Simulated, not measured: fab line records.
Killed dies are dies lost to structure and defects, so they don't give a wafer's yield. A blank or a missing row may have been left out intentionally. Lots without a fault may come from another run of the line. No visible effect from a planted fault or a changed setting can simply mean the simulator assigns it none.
Chamber matching	flow n5-finfet	N5_BEOL_M8_CURE_75 on uv-cure-01 has 3 sister chambers
The step cures SiCOH lowk, time 120 s. 3 wafers are shown with their chamber, then 10 later ones without.

## WAFERS WITH THEIR CHAMBER
wafer	chamber	wafer_temp_C_max
L081.6	2	372.5
L085.6	1	370.8
L086.3	0	371.3

## WAFERS MISSING THEIR CHAMBER
wafer	wafer_temp_C_max
L086.4	371.4
L091.2	372.3
L091.4	372.4
L091.5	372.5
L092.1	371.8
L092.2	372.3
L092.3	372.0
L093.1	371.3
L093.2	371.4
L093.4	371.2

## WHICH CHAMBER EACH ONE RAN IN
wafer	from the rows above	in truth
L086.4	0	0
L091.2	2	2
L091.4	2	2
L091.5	2	2
L092.1	can't be placed: 0 or 2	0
L092.2	2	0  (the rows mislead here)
L092.3	can't be placed: 2 or 0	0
L093.1	0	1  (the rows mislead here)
L093.2	0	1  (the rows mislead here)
L093.4	can't be placed: 0 or 1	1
Placed correctly: 4 of 10. Can't be placed from these rows: 3 (the true chamber is among the candidates in 3). Number placed wrongly: 3.
How it was worked out, from the rows above alone: a wafer's distance from a chamber is the root of the sum, over the readings, of the square of ((its reading less the chamber's mean) divided by the reading's scatter). If the next closest chamber is less than 2 further off than the closest, the wafer can't be placed; otherwise it belongs to the closest. Each chamber's mean is taken over the wafers shown for it. The scatter: with one shown wafer a chamber, the root of the mean of the squares of how far each hidden wafer lies from its nearest shown one.
